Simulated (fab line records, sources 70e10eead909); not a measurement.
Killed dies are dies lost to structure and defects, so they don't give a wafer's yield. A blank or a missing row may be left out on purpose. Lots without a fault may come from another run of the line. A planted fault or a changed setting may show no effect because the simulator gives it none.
A struck lot beside a sound one | flow nand_harc | 15 steps out of a route of 1302
Sound: wafers L805.2, L805.3, L805.6. Struck: wafer L809.3. (L809.2, L809.5 of the same lot were not struck and are left out.) The cause comes at the end.
At each step with rows: each side's tool, then ch and its chambers, then its first start. Under that, the readings that differ: sound wafers | struck wafers | difference of the means | sigmas: that difference in standard deviations of wafers without a fault.
alike: readings whose means differ by less than 2 such deviations, and words and numbers that are the same on both sides. not compared: withheld readings, readings that some wafer has no value for, bounds like >300 that may hide the same value, and numbers for which the record gives no deviation and whose values overlap.
The two part at a step that has a row with sigmas, a row that says differs or no value, or rows on one side only. Numbers that don't overlap but have no deviation are shown without sigmas and don't part them. A reading that every wafer of one side lacks parts them only if that side has two wafers or more.

first, 4 steps without rows for these wafers: NHARC_P_CONTACT_EBR_08; NHARC_P_CONTACT_EXPOSE_09 (exposes mask P CA, target cd 90 nm); NHARC_P_CONTACT_PEB_10 (peb time 65 s); NHARC_P_CONTACT_DEVELOP_11 (develop time 35 s).
NHARC_P_CONTACT_CD_MEAS_12: target cd 90 nm.
  sound on cd_sem-03 ch 0, day 6 14:38; struck on cd_sem-03 ch 0, day 8 08:08
  reading    | sound          | struck | difference | sigmas
  cd_nm (nm) | 90.8 90.4 91.7 | 89.2   | -1.8       | -2
NHARC_P_CONTACT_OVL_MEAS_13:
  sound on overlay-02, day 6 14:44; struck on overlay-01, day 8 08:14
  reading           | sound          | struck | difference | sigmas
  overlay_x_nm (nm) | -2.3 -1.6 -2.1 | 0.5    | +2.5       | +3
  alike: overlay_y_nm
NHARC_P_CONTACT_INSPECT_14:
  sound on defect_inspect-02, day 6 14:46; struck on defect_inspect-02, day 8 08:16
  reading          | sound  | struck | difference | sigmas
  raw_defect_count | 7 8 11 | 1      | -8         | -3
NHARC_P_CONTACT_DESCUM_17: chemistry O2, time 3 s.
  sound on rie_diel-08 ch 0,1,2, day 6 14:50; struck on rie_diel-08 ch 2, day 8 08:20
  reading                         | sound          | struck | difference | sigmas
  showerhead_plenum_p_Torr (Torr) | 1.78 2.05 2.04 | 1.78   | -0.18      | -2
  alike: drypump_motor_current_A, o2_flow_sccm, oes_product_au, rf_vpp_V, throttle_valve_pct
  not compared: rf_hours_counter_h
NHARC_P_CONTACT_ETCH_35: etches the open film in CF4, target depth 39 nm, time 65 s.
  sound on rie_diel-08 ch 0,2, day 6 14:55; struck on rie_diel-08 ch 0, day 8 08:25
  reading                         | sound          | struck | difference | sigmas
  showerhead_plenum_p_Torr (Torr) | 1.66 1.88 1.66 | 1.88   | +0.15      | +2
  alike: drypump_motor_current_A, oes_product_au, rf_vpp_V, throttle_valve_pct
  not compared: rf_hours_counter_h
NHARC_P_CONTACT_ETCH_36: etches the open film in N2/H2, target depth 260 nm, time 406.25 s.
  sound on rie_diel-08 ch 0,1,3; struck on rie_diel-08 ch 3
  alike: drypump_motor_current_A, oes_product_au, rf_vpp_V, showerhead_plenum_p_Torr, throttle_valve_pct
  not compared: rf_hours_counter_h
NHARC_P_CONTACT_ETCH_18: etches the open film in C4F8/O2/Ar, target depth 481 nm, time 240.5 s.
  sound on rie_diel-08 ch 1,3; struck on rie_diel-08 ch 1
  alike: oes_product_au, rf_vpp_V
  not compared: rf_hours_counter_h
then, 1 step without rows for these wafers: NHARC_P_CONTACT_STRIP_37 (strips in C4F8/O2/Ar).
NHARC_P_CONTACT_ETCH_31: etches the open film in CH3F/O2, target depth 30 nm, time 85.7 s.
  sound on rie_diel-08 ch 0,1,3, day 6 15:34; struck on rie_diel-08 ch 1, day 8 09:04
  reading               | sound             | struck | difference | sigmas
  oes_product_au (a.u.) | 0.993 0.988 0.984 | 0.750  | -0.238     | -18
  alike: drypump_motor_current_A, o2_flow_sccm, rf_vpp_V, showerhead_plenum_p_Torr, throttle_valve_pct
  not compared: rf_hours_counter_h
NHARC_P_CONTACT_CD_MEAS_19:
  sound on cd_sem-03, day 6 15:42; struck on cd_sem-02, day 8 09:12
  alike: cd_nm
-- the record jumps here: 19 days lie between the struck wafers' starts before and after (it left off in module P_CONTACT and takes up again in module END, whose first step shown is number 1302 of the route) --
NHARC_END_SORT_01:
  the record has rows for the struck wafers here (prober-01 ch 0, day 27 06:29) and none for the sound ones

WHERE THEY PART
First at NHARC_P_CONTACT_CD_MEAS_12; last, within this record, at NHARC_END_SORT_01.

WHY: what the simulator had put in
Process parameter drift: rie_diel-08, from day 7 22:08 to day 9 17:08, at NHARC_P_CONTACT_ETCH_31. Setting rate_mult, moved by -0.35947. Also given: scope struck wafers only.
